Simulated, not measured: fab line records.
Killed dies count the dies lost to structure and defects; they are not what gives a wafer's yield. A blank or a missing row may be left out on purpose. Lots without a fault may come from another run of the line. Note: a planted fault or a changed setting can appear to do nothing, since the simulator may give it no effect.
fab line records	flow n5-finfet
record lots=9	wafers=27	last-day=18
route steps=1938 shown DUMMY_REMOVAL@381 HKMG_FIN@398 BEOL_M4@1111 PASSIVATION@1936
lots that met no fault: from a run of the same line without faults
start-h: start of the lot's first displayed wafer, in hours after the record's first day	wait-h: how many hours have passed since the lot's step before this one	" repeats the value in the row above	L1.1+2: one row covering several wafers at once	- either no value or no given start	* or withheld: withheld	< > ~ a bound
route shown NAME@n: a module of which the file shows steps, and the number in the route of the first	usual: mean/standard deviation taken from wafers without a fault	same: alike in all rows	chamber/n: place in a boat	sites: readings site by site	_std_site: the standard deviation of these	_edge_site: inner sites' mean taken away from outer sites' mean	radius-mm: for every site, how far away it sits from the centre of the wafer	mask NAME#n: copy n	behind: the last tool/chamber to shape the wafer	hold: what put the lot on hold/how long, in hours/how the hold closed	device: names the non-switching transistor (n, p or np)	end of line: at the end of the route, the tests of the same wafers	for a step that has no rows: nothing shown but its recipe	killed: dies that structure and defects cost at the first sort, which is not the same as the wafer's yield	map: a wafer's dies, marking killed ones x, the rest . and places with no die _
set.NAME: setting as actually run; set.NAME@STEP: the setting as run at that earlier step	model.NAME: the simulator's own value behind a step, which no gauge read
a sample of lots followed through the steps of the route, with each step as a table and each wafer as a row
services: a tool's chamber out of use, with start hour (start-h, from the record's first day; less than 0 if before it), hours out, and reason
## steps
# step N5_DUMMY_REMOVAL_INSPECT_06
# recipe inspect-instrument=brightfield	mode=aei
# usual raw-defect-count=13/6.8
lot.wafer	tool	chamber	start-h	wait-h	raw-defect-count
L781.1	defect-inspect-02	-	110.20	0.0	7
L781.3	"	-	"	"	8
L781.4	"	-	"	"	6
L782.2	defect-inspect-02	-	113.07	0.0	7
L782.5	"	-	"	"	14
L782.6	"	-	"	"	6
L785.1	defect-inspect-01	-	132.52	0.0	10
L785.3	"	-	"	"	21
L785.6	"	-	"	"	19
L786.1	defect-inspect-01	-	138.84	0.0	8
L786.3	"	-	"	"	7
L786.6	"	-	"	"	4
L794.2	defect-inspect-01	-	186.82	0.0	11
L794.4	"	-	"	"	10
L794.5	"	-	"	"	13
L795.2	defect-inspect-01	-	189.75	0.0	28
L795.4	"	-	"	"	25
L795.6	"	-	"	"	19
L796.1	defect-inspect-01	-	193.42	0.0	13
L796.4	"	-	"	"	10
L796.5	"	-	"	"	15
L797.2	defect-inspect-01	-	205.60	0.0	23
L797.4	"	-	"	"	9
L797.6	"	-	"	"	15
L798.4	defect-inspect-01	-	210.69	0.0	25
L798.5	"	-	"	"	30
L798.6	"	-	"	"	27
# step N5_HKMG_FIN_CD_MEAS_49
# recipe target-cd-nm=202	landing-energy-ev=500	detector=se-inlens	polarity=opening
# usual cd-nm=202.0/0.61
lot.wafer	tool	chamber	start-h	wait-h	cd-nm
L781.1	cd-sem-02	0	111.64	-	202.8
L781.3	"	0	"	"	202.0
L781.4	"	0	"	"	202.6
L782.2	cd-sem-02	0	114.40	-	201.7
L782.5	"	0	"	"	200.9
L782.6	"	0	"	"	201.7
L785.1	cd-sem-03	0	133.83	-	201.7
L785.3	"	0	"	"	201.3
L785.6	"	0	"	"	202.5
L786.1	cd-sem-03	0	140.13	-	202.6
L786.3	"	0	"	"	201.6
L786.6	"	0	"	"	201.9
L794.2	cd-sem-03	0	188.00	-	201.9
L794.4	"	0	"	"	203.2
L794.5	"	0	"	"	201.3
L795.2	cd-sem-02	0	191.07	-	202.0
L795.4	"	0	"	"	201.5
L795.6	"	0	"	"	201.8
L796.1	cd-sem-01	0	194.72	-	202.7
L796.4	"	0	"	"	202.6
L796.5	"	0	"	"	202.7
L797.2	cd-sem-02	0	206.92	-	200.7
L797.4	"	0	"	"	201.5
L797.6	"	0	"	"	201.3
L798.4	cd-sem-03	0	212.01	-	202.3
L798.5	"	0	"	"	202.0
L798.6	"	0	"	"	202.0
# step N5_HKMG_FIN_STRIP_57
# recipe chemistry=CF4	resist=SiARC	power-w=300	bias-power-w=75	pressure-mtorr=50	cf4-flow-sccm=150	rf-frequency-hz=6e+07
# usual drypump-motor-current-A=5.9/0.55	oes-product-au=0.77/0.082	rf-vpp-V=271.5/1.6	showerhead-plenum-p-Torr=1.81/0.068	throttle-valve-pct=13.53/0.2
lot.wafer	tool	chamber	start-h	wait-h	drypump-motor-current-A	oes-product-au	rf-hours-counter-h	rf-vpp-V	showerhead-plenum-p-Torr	throttle-valve-pct
L781.1	rie-diel-02	0	112.01	0.0	6.2	0.71	182	271.9	1.87	13.39
L781.3	"	2	"	"	5.6	0.82	60	270.9	1.81	13.42
L781.4	"	2	"	"	5.6	0.83	-	271.6	1.81	13.41
L782.2	rie-diel-02	3	114.93	0.0	6.0	0.93	12	274.6	1.92	13.53
L782.5	"	2	"	"	5.6	0.82	-	272.2	1.81	13.41
L782.6	"	0	"	"	6.2	0.72	-	272.2	1.87	13.39
L785.1	rie-diel-01	2	134.20	0.0	4.9	0.72	175	270.0	1.72	13.57
L785.3	"	1	"	"	6.2	0.82	76	273.5	1.88	13.44
L785.6	"	1	"	"	6.2	0.83	-	273.2	1.88	13.44
L786.1	rie-diel-01	2	140.76	0.0	4.9	0.72	178	268.5	1.72	13.58
L786.3	"	0	"	"	6.8	0.74	153	271.2	1.80	13.66
L786.6	"	2	"	"	4.9	0.72	-	270.7	1.72	13.58
L794.2	rie-diel-02	0	188.36	0.0	6.2	0.70	208	272.2	1.86	13.47
L794.4	"	2	"	"	5.7	0.79	89	272.4	1.80	13.48
L794.5	"	2	"	"	5.6	0.80	-	272.3	1.80	13.49
L795.2	rie-diel-05	3	191.44	0.0	6.2	0.69	238	268.2	1.71	13.67
L795.4	"	1	"	"	6.5	0.71	206	270.0	1.77	13.33
L795.6	"	2	"	"	5.6	0.71	-	271.0	1.85	13.76
L796.1	rie-diel-05	3	195.34	0.0	6.2	0.69	239	269.4	1.71	13.68
L796.4	"	1	"	"	6.5	0.70	207	270.1	1.77	13.36
L796.5	"	0	"	"	5.6	0.68	-	270.7	1.84	13.97
L797.2	rie-diel-01	2	207.29	0.0	4.9	0.70	202	269.5	1.71	13.63
L797.4	"	3	"	"	5.1	0.82	62	271.3	1.76	13.33
L797.6	"	2	"	"	4.9	0.71	-	269.7	1.71	13.62
L798.4	rie-diel-05	2	212.38	0.0	5.5	0.71	-	271.8	1.84	13.80
L798.5	"	3	"	"	6.2	0.69	-	270.6	1.70	13.70
L798.6	"	1	"	"	6.5	0.70	-	269.6	1.77	13.36
# step N5_HKMG_FIN_ALD_36
# recipe material=TiN	target-thk-a=10	temp-c=400	ald-precursor-family=TiCl4	ald-co-reactant=NH3	pulse-time-s=1	purge-time-s=3	co-reactant-purge-time-s=2	co-reactant-pulse-time-s=2	ald-cycles=47	pressure-torr=3
# usual ald-cycles=47/0	chamber-pressure-Torr=3.001/0.0061	heater-power-w=904/91	precursor-pulse-height-rel=0.998/0.017
lot.wafer	tool	chamber	start-h	wait-h	ald-cycles	chamber-pressure-Torr	heater-power-w	precursor-pulse-height-rel
L781.1	ald-metal-03	3	113.86	0.0	47	3.007	874	1.009
L781.3	"	2	"	"	47	3.001	993	0.993
L781.4	"	0	"	"	47	3.004	978	1.004
L782.2	ald-metal-03	2	116.78	0.0	47	3.002	978	0.965
L782.5	"	3	"	"	47	3.004	872	0.994
L782.6	"	2	"	"	47	2.999	964	0.994
L785.1	ald-metal-03	3	136.05	0.0	-	-	-	-
L785.3	"	2	"	"	-	-	-	-
L785.6	"	1	"	"	-	-	-	-
L786.1	ald-metal-01	0	142.60	0.0	-	-	-	-
L786.3	"	1	"	"	-	-	-	-
L786.6	"	3	"	"	-	-	-	-
L794.2	ald-metal-02	1	190.30	0.0	47	2.997	916	0.991
L794.4	"	2	"	"	47	2.995	1044	0.989
L794.5	"	1	"	"	47	3.000	886	1.011
L795.2	ald-metal-02	1	193.31	0.0	47	3.010	899	0.976
L795.4	"	3	"	"	47	3.000	987	1.022
L795.6	"	2	"	"	47	3.000	1007	1.007
L796.1	ald-metal-03	3	197.41	0.0	47	3.007	856	1.003
L796.4	"	0	"	"	47	3.008	1019	1.007
L796.5	"	0	"	"	47	2.990	985	0.961
L797.2	ald-metal-01	2	209.15	0.0	47	2.997	993	1.002
L797.4	"	0	"	"	47	2.998	787	0.973
L797.6	"	3	"	"	47	3.003	931	0.982
L798.4	ald-metal-02	0	214.31	0.0	47	2.996	759	0.995
L798.5	"	3	"	"	47	3.004	984	1.003
L798.6	"	2	"	"	47	3.004	976	0.993
# step N5_BEOL_M4_RC_MEAS_101
# usual DIBL_N=36.3/1.8	DIBL_P=36.5/2.1	IOFF_N=0.16/0.031	IOFF_P=0.22/0.038	IOFF_P_85C=3.8/0.54	IOFF_P_LIN=0.105/0.014	IOFF_P_LONG=0.00011/9.2e-06	ION_N=677/12	ION_P=466/7.8	SS_N=71.5/0.61	SS_P=73.2/0.7	VT_N=249/3	VT_P=-248.9/3	VT_P_LONG=-273.6/2.9	VT_P_LVT=-98.0/2.7
lot.wafer	tool	chamber	start-h	wait-h	DIBL_N[mV/V]	DIBL_P[mV/V]	IOFF_N[nA/um]	IOFF_P[nA/um]	IOFF_P_85C[nA/um]	IOFF_P_LIN[nA/um]	IOFF_P_LONG[nA/um]	ION_N[uA/um]	ION_P[uA/um]	SS_N[mV/dec]	SS_P[mV/dec]	VT_N[mV]	VT_P[mV]	VT_P_LONG[mV]	VT_P_LVT[mV]
L782.2	prober-02	0	217.02	0.2	35.5	37.0	0.17	0.27	4.4	0.128	0.00014	689	478	71.1	73.5	246	-243.1	-265.5	-93.4
L782.5	"	0	"	"	34.6	35.8	0.15	0.24	4.0	0.118	0.000131	687	480	71.0	72.2	249	-246.4	-268.6	-94.9
L782.6	"	0	"	"	39.3	42.0	0.28	0.38	6.0	0.164	0.00014	708	488	72.2	73.6	238	-240.6	-266.5	-89.8
L781.1	prober-01	0	229.69	0.0	35.2	34.4	0.14	0.19	3.2	0.096	0.000102	678	469	71.7	72.3	249	-249.9	-273.5	-99.1
L781.3	"	0	"	"	39.7	39.6	0.22	0.26	4.4	0.122	0.000104	673	460	72.0	74.2	247	-245.4	-274.0	-95.9
L781.4	"	0	"	"	40.4	41.0	0.24	0.30	4.8	0.134	0.000109	703	474	71.7	74.4	242	-245.9	-274.9	-93.2
L785.1	prober-01	0	236.79	0.0	39.5	38.0	0.17	0.04	1.0	0.020	4.6e-05	673	391	72.5	74.0	249	-294.0	-316.8	-142.7
L785.3	"	0	"	"	37.6	36.5	0.16	0.04	1.0	0.021	5e-05	674	400	71.8	72.9	250	-295.4	-317.4	-142.6
L785.6	"	0	"	"	40.1	38.6	0.18	0.05	1.1	0.022	5.3e-05	686	398	72.8	74.0	250	-291.5	-317.1	-143.2
L786.1	prober-02	0	248.72	0.0	35.6	34.6	0.15	0.04	1.0	0.021	5.8e-05	665	393	70.8	72.6	251	-291.8	-314.3	-142.5
L786.3	"	0	"	"	35.2	34.5	0.15	0.04	0.9	0.021	5.4e-05	675	399	70.6	73.3	250	-292.3	-316.9	-142.6
L786.6	"	0	"	"	36.9	36.5	0.18	0.05	1.1	0.024	5.1e-05	675	396	71.5	73.8	248	-289.1	-316.8	-139.8
L794.2	prober-01	0	284.47	0.2	38.0	37.9	0.18	0.22	3.8	0.098	9.8e-05	666	456	71.7	74.5	249	-250.5	-278.2	-100.1
L794.4	"	0	"	"	38.1	39.2	0.18	0.24	4.1	0.105	9.8e-05	680	475	72.4	73.8	248	-251.5	-279.7	-98.8
L794.5	"	0	"	"	37.2	37.7	0.17	0.21	3.7	0.097	0.000103	685	466	71.8	73.5	246	-250.0	-278.5	-100.8
L795.2	prober-02	0	300.58	0.2	33.1	33.0	0.12	0.19	3.3	0.095	0.000125	661	466	70.7	71.9	255	-247.7	-270.1	-97.2
L795.4	"	0	"	"	34.5	34.4	0.14	0.21	3.7	0.106	0.00012	685	470	70.8	73.4	251	-247.6	-272.8	-95.3
L795.6	"	0	"	"	35.5	35.7	0.16	0.23	3.9	0.112	0.000124	669	469	70.9	72.7	248	-248.0	-269.7	-93.8
L796.1	prober-02	0	307.68	0.0	32.2	32.2	0.10	0.15	2.8	0.081	0.000104	641	449	70.8	72.1	256	-254.0	-273.6	-103.7
L796.4	"	0	"	"	32.5	32.5	0.11	0.15	2.7	0.080	0.000105	671	462	70.4	72.4	255	-252.8	-275.1	-103.1
L796.5	"	0	"	"	33.8	33.8	0.12	0.17	3.1	0.088	0.000104	650	453	70.7	72.5	253	-252.0	-276.2	-102.1
L798.4	prober-01	0	313.39	0.5	34.1	35.5	0.14	0.20	3.5	0.096	0.000105	680	469	71.8	72.6	250	-250.0	-271.4	-100.3
L798.5	"	0	"	"	34.1	34.8	0.14	0.19	3.4	0.096	0.000107	661	457	71.4	72.4	249	-249.1	-275.3	-99.7
L798.6	"	0	"	"	38.3	40.8	0.23	0.31	5.0	0.133	0.000113	698	477	71.7	73.5	245	-246.5	-273.0	-94.7
L797.2	prober-01	0	316.46	0.2	36.1	36.8	0.17	0.23	4.1	0.116	0.000114	682	469	71.8	73.2	248	-249.1	-273.9	-95.6
L797.4	"	0	"	"	36.2	36.5	0.16	0.23	4.0	0.114	0.000111	682	475	71.7	72.9	248	-246.7	-275.0	-96.3
L797.6	"	0	"	"	36.2	37.3	0.16	0.25	4.3	0.120	0.000117	683	467	71.4	73.1	249	-244.5	-272.8	-95.3
# step N5_PASSIVATION_PROBE_49
# usual defect-limited-yield=91.2/1.5	killed_at_M0_to_M3=33/9.6	killed_at_M4_up=14/5.6	killed-at-contacts=14/5.5	killed-at-front-end=40/13	killed-at-other=4/3	killed-dies=104/17	killed-open=68/13	killed-short=33/7.2	sort_bin_4_leakage=0.00/0.014	sort_bin_5_function=5.2/0.95	sort_bin_6_memory=3.3/0.62	sort_bin_8_speed=0.00/0.012	sort-n-pass=1076/17	sort-yield-pct=91.2/1.5
# same gross-dies=1180	killed-at-back-side=0
lot.wafer	tool	chamber	start-h	wait-h	defect-limited-yield[%]	killed_at_M0_to_M3	killed_at_M4_up	killed-at-contacts	killed-at-front-end	killed-at-other	killed-dies	killed-open	killed-short	sort_bin_4_leakage[%]	sort_bin_5_function[%]	sort_bin_6_memory[%]	sort_bin_8_speed[%]	sort-n-pass	sort-yield-pct[%]
L782.2	prober-01	-	322.54	0.1	89.7	47	15	19	39	1	121	83	38	0	6.8	2.9	0	1059	89.7
L782.5	prober-01	-	322.69	0.2	92.5	46	9	8	25	0	88	56	32	0	4.3	2.9	0	1092	92.5
L782.6	prober-01	-	322.74	0.3	91.7	32	19	9	32	6	98	70	27	0.17	5.2	2.9	0	1080	91.5
L781.1	prober-02	-	337.04	0.0	92.2	37	9	10	31	5	92	55	36	0	4.2	3.3	0	1088	92.2
L781.3	prober-02	-	337.14	0.1	90.8	25	14	23	40	7	109	66	36	0	5.3	3.2	0	1071	90.8
L781.4	prober-02	-	337.19	0.2	91.4	37	15	10	32	8	102	58	43	0	4.6	3.5	0	1078	91.4
L785.1	prober-02	-	341.92	0.0	91.4	20	5	20	54	2	101	69	29	0	4.4	3.6	91.44	0	0
L785.3	prober-02	-	342.02	0.1	89.7	29	12	17	58	5	121	81	32	0	5.9	3.8	89.75	0	0
L785.6	prober-02	-	342.17	0.3	90.8	35	13	15	45	1	109	71	29	0	5.9	2.8	90.76	0	0
L786.1	prober-01	-	360.24	0.0	92.7	27	11	15	30	3	86	58	28	0	3.7	3.5	92.71	0	0
L786.3	prober-01	-	360.34	0.1	91.3	40	13	13	28	9	103	73	28	0	4.7	3.6	91.27	0	0
L786.6	prober-01	-	360.49	0.3	92.8	22	14	21	24	4	85	63	20	0	4.5	2.6	92.80	0	0
L794.2	prober-01	-	400.12	0.1	90.1	39	17	15	44	2	117	79	36	0	6.0	3.8	0	1063	90.1
L794.4	prober-01	-	400.22	0.2	92.3	29	7	10	42	3	91	59	31	0	4.5	2.9	0	1089	92.3
L794.5	prober-01	-	400.27	0.2	89.3	48	12	9	55	2	126	78	45	0	6.3	4.1	0	1054	89.3
L795.2	prober-02	-	409.54	0.1	90.8	43	3	15	46	2	109	75	29	0	4.5	4.0	0	1071	90.8
L795.4	prober-02	-	409.64	0.2	87.6	53	16	15	62	0	146	103	41	0	7.1	4.8	0	1034	87.6
L795.6	prober-02	-	409.74	0.3	91.6	30	12	14	41	2	99	63	33	0	4.6	3.7	0	1081	91.6
L796.1	prober-02	-	426.33	0.0	92.0	18	23	2	49	2	94	58	28	0	5.1	2.4	0	1086	92.0
L796.4	prober-02	-	426.48	0.2	90.7	36	10	6	53	5	110	69	37	0	5.3	3.5	0	1070	90.7
L796.5	prober-02	-	426.53	0.2	92.5	35	2	5	44	2	88	54	31	0	4.4	2.8	0.08	1091	92.5
L797.2	prober-01	-	427.08	0.1	92.8	21	22	9	30	3	85	61	22	0	4.1	2.9	0	1095	92.8
L797.4	prober-01	-	427.18	0.2	89.6	30	10	10	73	0	123	85	31	0	6.2	3.7	0	1057	89.6
L797.6	prober-01	-	427.28	0.3	88.8	30	8	17	72	5	132	84	43	0	6.8	3.6	0	1048	88.8
L798.4	prober-01	-	429.20	0.2	93.9	29	10	11	17	5	72	41	31	0	3.5	2.5	0	1108	93.9
L798.5	prober-01	-	429.25	0.2	91.9	40	12	11	23	9	95	53	40	0	5.3	2.3	0	1085	91.9
L798.6	prober-01	-	429.30	0.3	93.0	37	6	7	31	2	83	57	24	0	4.1	2.5	0	1097	93.0
# killed by level:class
L782.2 STI_FIN_REVEAL:geometric-particle:open=13 BEOL_M0_SAQP:geometric-particle:short=12 BEOL_M0_SAQP:geometric-particle:open=11 MOL_CONTACT_COAG:geometric-particle:open=10 BEOL_M2:geometric-particle:open=10 MOL_CONTACT_COAG:geometric-particle:short=9 BEOL_M3:geometric-particle:open=9 FIN_SAQP:geometric-particle:open=6
L782.5 BEOL_M0_SAQP:geometric-particle:short=13 BEOL_M2:geometric-particle:open=10 BEOL_M0_SAQP:geometric-particle:open=9 STI_FIN_REVEAL:geometric-particle:open=6 MOL_CONTACT_COAG:geometric-particle:open=6 BEOL_M3:geometric-particle:open=5 STARTING-WAFER:geometric-particle:open=5 BEOL_M3:geometric-particle:short=4
L782.6 STI_FIN_REVEAL:geometric-particle:open=13 BEOL_M3:geometric-particle:open=10 MOL_CONTACT_COAG:geometric-particle:open=7 BEOL_M4:geometric-particle:open=7 STARTING-WAFER:geometric-particle:open=6 FIN_SAQP:geometric-particle:short=4 BEOL_M0_SAQP:geometric-particle:short=4 BEOL_M0_SAQP:geometric-particle:open=4
L781.1 BEOL_M0_SAQP:geometric-particle:open=11 BEOL_M1:geometric-particle:open=8 BEOL_M2:geometric-particle:open=7 STARTING-WAFER:geometric-particle:short=7 FIN_SAQP:geometric-particle:short=6 MOL_CONTACT_COAG:geometric-particle:open=6 FIN_SAQP:geometric-particle:open=5 BEOL_M0_SAQP:geometric-particle:short=5
L781.3 MOL_CONTACT_COAG:geometric-particle:open=18 STI_FIN_REVEAL:geometric-particle:open=11 GATE_CUT:geometric-particle:short=9 BEOL_M4:geometric-particle:open=8 BEOL_M1:geometric-particle:open=7 BEOL_M0_SAQP:geometric-particle:short=5 BEOL_M2:geometric-particle:open=5 FIN_SAQP:geometric-particle:short=4
L781.4 BEOL_M2:geometric-particle:open=8 MOL_CONTACT_COAG:geometric-particle:open=8 BEOL_M4:geometric-particle:open=7 FIN_SAQP:geometric-particle:open=6 FIN_SAQP:geometric-particle:short=6 BEOL_M0_SAQP:geometric-particle:open=6 BEOL_M0_SAQP:geometric-particle:short=6 BEOL_M3:geometric-particle:short=6
L785.1 MOL_CONTACT_COAG:geometric-particle:open=17 STI_FIN_REVEAL:geometric-particle:open=14 FIN_SAQP:geometric-particle:short=7 FIN_SAQP:geometric-particle:open=6 DUMMY_GATE:geometric-particle:open=6 GATE_CUT:geometric-particle:short=6 BEOL_M1:geometric-particle:open=6 BEOL_M0_SAQP:geometric-particle:open=5
L785.3 FIN_SAQP:geometric-particle:open=17 MOL_CONTACT_COAG:geometric-particle:open=13 BEOL_M1:geometric-particle:open=11 DUMMY_GATE:geometric-particle:open=8 STI_FIN_REVEAL:geometric-particle:open=6 DUMMY_GATE:geometric-particle:short=5 BEOL_M0_SAQP:geometric-particle:short=5 MOL_CONTACT_COAG:geometric-particle:short=4
L785.6 FIN_SAQP:geometric-particle:open=14 BEOL_M0_SAQP:geometric-particle:open=13 MOL_CONTACT_COAG:geometric-particle:open=11 BEOL_M1:geometric-particle:open=8 BEOL_M0_SAQP:geometric-particle:short=6 STARTING-WAFER:geometric-particle:open=5 FIN_SAQP:geometric-particle:short=4 BEOL_M1:geometric-particle:short=4
L786.1 MOL_CONTACT_COAG:geometric-particle:open=12 BEOL_M1:geometric-particle:open=10 STI_FIN_REVEAL:geometric-particle:open=7 FIN_SAQP:geometric-particle:open=6 BEOL_M2:geometric-particle:open=5 BEOL_M3:geometric-particle:open=5 FIN_SAQP:geometric-particle:short=4 BEOL_M2:geometric-particle:short=4
L786.3 MOL_CONTACT_COAG:geometric-particle:open=12 BEOL_M2:geometric-particle:open=12 BEOL_M1:geometric-particle:open=10 BEOL_M1:geometric-particle:short=6 DUMMY_GATE:geometric-particle:open=5 STARTING-WAFER:geometric-particle:open=5 FIN_SAQP:geometric-particle:open=4 GATE_CUT:geometric-particle:short=4
L786.6 MOL_CONTACT_COAG:geometric-particle:open=17 BEOL_M4:geometric-particle:open=7 FIN_SAQP:geometric-particle:open=6 BEOL_M1:geometric-particle:open=6 DUMMY_GATE:geometric-particle:open=4 BEOL_M3:geometric-particle:open=4 MOL_CONTACT_COAG:geometric-particle:short=4 BEOL_M2:geometric-particle:open=4
L794.2 FIN_SAQP:geometric-particle:open=12 MOL_CONTACT_COAG:geometric-particle:open=12 BEOL_M0_SAQP:geometric-particle:open=9 BEOL_M3:geometric-particle:open=9 BEOL_M0_SAQP:geometric-particle:short=8 BEOL_M4:geometric-particle:open=8 FIN_SAQP:geometric-particle:short=7 STI_FIN_REVEAL:geometric-particle:open=6
L794.4 FIN_SAQP:geometric-particle:open=13 MOL_CONTACT_COAG:geometric-particle:open=8 BEOL_M3:geometric-particle:open=8 FIN_SAQP:geometric-particle:short=7 STI_FIN_REVEAL:geometric-particle:open=7 BEOL_M0_SAQP:geometric-particle:open=6 BEOL_M0_SAQP:geometric-particle:short=4 STARTING-WAFER:geometric-particle:short=4
L794.5 BEOL_M0_SAQP:geometric-particle:open=16 FIN_SAQP:geometric-particle:short=15 BEOL_M0_SAQP:geometric-particle:short=12 STI_FIN_REVEAL:geometric-particle:open=9 DUMMY_GATE:geometric-particle:open=9 BEOL_M2:geometric-particle:open=8 FIN_SAQP:geometric-particle:open=7 MOL_CONTACT_COAG:geometric-particle:open=7
L795.2 STI_FIN_REVEAL:geometric-particle:open=19 MOL_CONTACT_COAG:geometric-particle:open=14 BEOL_M3:geometric-particle:open=9 BEOL_M0_SAQP:geometric-particle:open=8 BEOL_M2:geometric-particle:open=6 BEOL_M0_SAQP:geometric-particle:short=6 FIN_SAQP:geometric-particle:open=5 BEOL_M3:geometric-particle:short=5
L795.4 STI_FIN_REVEAL:geometric-particle:open=34 MOL_CONTACT_COAG:geometric-particle:open=13 BEOL_M2:geometric-particle:open=12 BEOL_M3:geometric-particle:open=11 BEOL_M0_SAQP:geometric-particle:short=10 FIN_SAQP:geometric-particle:open=8 BEOL_M0_SAQP:geometric-particle:open=8 STI_FIN_REVEAL:geometric-particle:short=7
L795.6 MOL_CONTACT_COAG:geometric-particle:open=11 STI_FIN_REVEAL:geometric-particle:open=9 BEOL_M3:geometric-particle:open=8 FIN_SAQP:geometric-particle:open=7 STI_FIN_REVEAL:geometric-particle:short=6 BEOL_M2:geometric-particle:open=6 BEOL_M4:geometric-particle:open=6 FIN_SAQP:geometric-particle:short=5
L796.1 FIN_SAQP:geometric-particle:open=8 DUMMY_GATE:geometric-particle:open=8 BEOL_M4:geometric-particle:open=8 STI_FIN_REVEAL:geometric-particle:open=7 GATE_CUT:geometric-particle:short=7 BEOL_M3:geometric-particle:open=5 BEOL_M8:geometric-particle:open=5 BEOL_M0_SAQP:geometric-particle:short=4
L796.4 BEOL_M2:geometric-particle:open=13 FIN_SAQP:geometric-particle:open=12 FIN_SAQP:geometric-particle:short=10 STI_FIN_REVEAL:geometric-particle:open=9 DUMMY_GATE:geometric-particle:open=8 BEOL_M3:geometric-particle:open=7 MOL_CONTACT_COAG:geometric-particle:open=6 BEOL_M0_SAQP:geometric-particle:short=5
L796.5 STI_FIN_REVEAL:geometric-particle:open=13 FIN_SAQP:geometric-particle:open=9 BEOL_M3:geometric-particle:open=8 BEOL_M0_SAQP:geometric-particle:short=8 STI_FIN_REVEAL:geometric-particle:short=5 BEOL_M0_SAQP:geometric-particle:open=5 BEOL_M1:geometric-particle:open=5 FIN_SAQP:geometric-particle:short=4
L797.2 FIN_SAQP:geometric-particle:open=9 BEOL_M5:geometric-particle:open=8 MOL_CONTACT_COAG:geometric-particle:open=7 BEOL_M4:geometric-particle:open=7 BEOL_M0_SAQP:geometric-particle:open=6 BEOL_M3:geometric-particle:open=6 FIN_SAQP:geometric-particle:short=5 GATE_CUT:geometric-particle:short=4
L797.4 FIN_SAQP:geometric-particle:open=36 FIN_SAQP:geometric-particle:short=15 BEOL_M2:geometric-particle:open=12 MOL_CONTACT_COAG:geometric-particle:open=7 BEOL_M0_SAQP:geometric-particle:open=6 BEOL_M4:geometric-particle:open=6 BEOL_M3:geometric-particle:open=5 HKMG_FIN:area-etch=4
L797.6 FIN_SAQP:geometric-particle:open=29 FIN_SAQP:geometric-particle:short=18 MOL_CONTACT_COAG:geometric-particle:open=14 STI_FIN_REVEAL:geometric-particle:open=9 BEOL_M3:geometric-particle:open=7 BEOL_M0_SAQP:geometric-particle:open=6 STI_FIN_REVEAL:geometric-particle:short=3 GATE_CUT:geometric-particle:short=3
L798.4 BEOL_M0_SAQP:geometric-particle:open=8 BEOL_M0_SAQP:geometric-particle:short=6 MOL_CONTACT_COAG:geometric-particle:open=6 MOL_CONTACT_COAG:geometric-particle:short=5 BEOL_M2:geometric-particle:open=5 GATE_CUT:geometric-particle:short=3 BEOL_M0:geometric-particle:open=3 BEOL_M1:geometric-particle:open=3
L798.5 BEOL_M0_SAQP:geometric-particle:short=18 MOL_CONTACT_COAG:geometric-particle:open=7 BEOL_M2:geometric-particle:open=7 DUMMY_GATE:geometric-particle:open=5 BEOL_M0_SAQP:geometric-particle:open=5 BEOL_M4:geometric-particle:open=5 MIM_TOP_ETCH:geometric-particle:short=4 FIN_SAQP:geometric-particle:short=3
L798.6 FIN_SAQP:geometric-particle:open=11 BEOL_M0_SAQP:geometric-particle:open=9 BEOL_M1:geometric-particle:open=8 FIN_SAQP:geometric-particle:short=7 BEOL_M2:geometric-particle:open=7 MOL_CONTACT_COAG:geometric-particle:open=6 BEOL_M0_SAQP:geometric-particle:short=5 BEOL_M3:geometric-particle:open=4
## services
tool	chamber	start-h	hours	kind
rie-diel-02	1	90.78	3.3	repair
rie-diel-02	1	94.14	-	clean
rie-diel-02	1	94.14	-	consumable-replace:focus-ring
rie-diel-02	1	94.14	-	consumable-replace:showerhead
rie-diel-02	1	94.14	24.2	scheduled-down
rie-diel-02	1	94.14	24.2	vent-cycle
rie-diel-05	2	107.24	8.5	repair
ald-metal-03	3	152.04	7.2	repair
rie-diel-01	3	165.61	6.2	repair
rie-diel-01	1	200.33	1.6	repair
rie-diel-05	0	203.00	-	clean
rie-diel-05	0	203.00	-	consumable-replace:focus-ring
rie-diel-05	0	203.00	22.6	scheduled-down
rie-diel-05	0	203.00	22.6	vent-cycle
## key
first-sign step=N5_HKMG_FIN_ALD_36	reading=tool-record	direction=missing
effect step=N5_BEOL_M4_RC_MEAS_101	reading=VT_P_LVT	direction=down	sigmas=17	usual=-98.0	struck=-142.2
effect step=N5_BEOL_M4_RC_MEAS_101	reading=VT_P_LONG	direction=down	sigmas=15	usual=-273.6	struck=-316.5
effect step=N5_BEOL_M4_RC_MEAS_101	reading=VT_P	direction=down	sigmas=15	usual=-248.9	struck=-292.3
effect step=N5_BEOL_M4_RC_MEAS_101	reading=ION_P	direction=down	sigmas=9	usual=466	struck=396
effect step=N5_BEOL_M4_RC_MEAS_101	reading=IOFF_P_LONG	direction=down	sigmas=6.3	usual=0.00011	struck=5.2e-05
effect step=N5_BEOL_M4_RC_MEAS_101	reading=IOFF_P_LIN	direction=down	sigmas=5.9	usual=0.105	struck=0.022
effect step=N5_BEOL_M4_RC_MEAS_101	reading=IOFF_P_85C	direction=down	sigmas=5.2	usual=3.8	struck=1.0
effect step=N5_BEOL_M4_RC_MEAS_101	reading=IOFF_P	direction=down	sigmas=4.7	usual=0.22	struck=0.05
effect step=N5_PASSIVATION_PROBE_49	reading=sort_bin_8_speed	direction=up	sigmas=99+	usual=0.00	struck=91.45
met-at N5_HKMG_FIN_ALD_36
struck-lots L785,L786
not-acting-at N5_DUMMY_REMOVAL_INSPECT_06,N5_HKMG_FIN_CD_MEAS_49,N5_HKMG_FIN_STRIP_57
onset-between 116.78 136.05
fault kind=skipped-step-whole	tool=ald-metal-01,ald-metal-03	chamber=-	onset-h=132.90	steps=N5_HKMG_FIN_ALD_36	scope=struck-lots-only
